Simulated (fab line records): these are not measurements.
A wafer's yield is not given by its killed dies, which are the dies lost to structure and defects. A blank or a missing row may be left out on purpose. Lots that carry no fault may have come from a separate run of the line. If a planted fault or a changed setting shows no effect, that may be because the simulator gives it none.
Comparing a struck lot with a sound one || flow n5 finfet || 25 out of 1938 route steps
Sound: the wafers L648.1, L648.3, L648.5. Struck: wafers L641.2, L641.3, L641.5. The cause is given at the end.
For every step that has rows: the tool of each side, followed by ch and its chambers, followed by its first start. Under that, the readings that differ: sound wafers || struck wafers || difference of the means || sigmas: that difference in standard deviations of wafers without a fault.
alike: readings with means less than 2 such deviations apart, plus words and numbers identical on both sides. not compared: withheld readings, readings lacking a value on some wafer, bounds such as >300 that could conceal the same value, and numbers that have no deviation in the record and whose values overlap.
A row with sigmas, a row that says differs or no value, or rows on one side alone: a step with any of these is where the two part. Numbers that have no deviation but don't overlap get no sigmas and don't part them. A reading missing from all wafers of one side parts the sides only when that side holds two or more wafers.

first, 10 steps without rows for these wafers: N5_DUMMY_GATE_SRD_26 (time 30 s); N5_DUMMY_GATE_UV_OZONE_45 (time 120 s); N5_SPACER0_ALD_07 (deposits SiNx, target thk 2 nm); N5_SPACER0_ALD_00 (deposits SiOCN, target thk 3.5 nm, pulse time 3 s, purge time 2 s); N5_SPACER0_ALD_08 (deposits SiNx, target thk 2 nm); N5_SD_EPI_N_COAT_32 (time 60 s, resist thk 350 nm); N5_SD_EPI_N_COAT_33 (time 60 s, resist thk 35 nm); N5_SD_EPI_N_COAT_03 (resist thk 150 nm); N5_SD_EPI_N_EBR_05; N5_SD_EPI_N_SOFTBAKE_04 (time 60 s).
N5_SD_EPI_N_EXPOSE_06: exposes mask SD N BLK, target cd 120 nm.
  sound on arfi scanner-01 ch 0, day 8 06:53; struck on arfi scanner-02 ch 0, day 6 15:50
{"reading": "exposure dose mJ cm2", "sound": "39.83 39.74 39.71", "struck": "36.83 36.88 36.89", "difference": -2.89, "sigmas": -67}
  alike: mask
then, 2 steps without rows for these wafers: N5_SD_EPI_N_PEB_07 (peb time 60 s); N5_SD_EPI_N_DEVELOP_08 (develop time 30 s).
N5_SD_EPI_N_CD_MEAS_09 targets a cd of 120 nm.
  sound on cd sem-02 ch 0, day 8 07:00; struck on cd sem-01 ch 0, day 6 15:57
{"reading": "cd nm (nm)", "sound": "120.0 119.0 120.5", "struck": "114.2 115.5 115.0", "difference": -4.9, "sigmas": -9}
N5_SD_EPI_N_DESCUM_14: chemistry O2, time 7.9 s.
  sound on rie diel-04 ch 0,1, day 8 07:45; struck on rie diel-05 ch 2,3, day 6 16:02
{"reading": "showerhead plenum p Torr (Torr)", "sound": "1.98 2.09 1.98", "struck": "2.10 2.21 2.21", "difference": "+0.16", "sigmas": "+2"}
{"reading": "model.SD_EPI_N.cd nm (nm)", "sound": "120 119 120.2", "struck": "114.4 115.6 115", "difference": -4.7, "sigmas": ""}
  alike: drypump motor current A, oes product au, rf vpp V, throttle valve pct
  not compared: rf hours counter h
then, 7 steps without rows for these wafers: N5_SD_EPI_N_ETCH_34 (etches SiARC in CF4, target depth 45.5 nm, time 75.8 s); N5_SD_EPI_N_ETCH_35 (etches SOC in N2/H2, overetch 108 nm, time 486 s); N5_SD_EPI_N_STRIP_36 (strips in N2/H2); N5_SD_EPI_N_ETCHBACK_44 (etches SiNx in CH3F/O2, stops on SiO2, target depth 14.5 nm); N5_SD_EPI_N_ETCH_45 (etches SiOCN in CH3F/O2, target depth 6 nm); N5_SD_EPI_N_ETCH_16 (etches SiO2 in CHF3/O2, target depth 5 nm); N5_SD_EPI_N_STRIP_47 (strips in CHF3/O2).
N5_SD_EPI_N_SD_RECESS_17: chemistry HBr/Cl2/O2, target depth 41 nm, time 23.7 s, bt time 3 s.
  sound on rie si-03 ch 0,2, day 8 08:26; struck on rie si-03 ch 2,3, day 6 16:44
{"reading": "model.SD_EPI_N.cd nm (nm)", "sound": "120.2 119.4 120.2", "struck": "114.8 115.6 115", "difference": -4.8, "sigmas": ""}
  alike: drypump motor current A, oes product au, throttle valve pct
  not compared: rf hours counter h
then, 1 step without rows for these wafers: N5_SD_EPI_N_STRIP_38 (strips in N2/H2).
-- record jumps: 5 days separate the struck wafers' starts on either side; left off in module SD_EPI_N, taken up again in module BEOL_M4, whose first shown step is the route's number 1111 --
N5_BEOL_M4_RC_MEAS_101:
  sound on prober-02 ch 0, day 12 20:36; struck on prober-02 ch 0, day 11 15:24
{"reading": "VT_N (mV)", "sound": "252.0 252.4 248.3", "struck": "242.1 247.9 246.3", "difference": -5.5, "sigmas": -2}
{"reading": "VT_P (mV)", "sound": "-247.5 -247.7 -245.8", "struck": "-253.8 -252.8 -254.3", "difference": -6.6, "sigmas": -2}
  alike: DIBL_N, DIBL_P, IOFF_N, IOFF_P, ION_N, ION_P, SS_N, SS_P

== WHERE THEY PART ==
At N5_SD_EPI_N_EXPOSE_06 first; at N5_BEOL_M4_RC_MEAS_101 last (within this record only).

WHY: what had been put in by the simulator
Process parameters drifting: arfi scanner-02 at N5_SD_EPI_N_EXPOSE_06, beginning at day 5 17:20. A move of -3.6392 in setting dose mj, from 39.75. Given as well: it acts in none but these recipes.
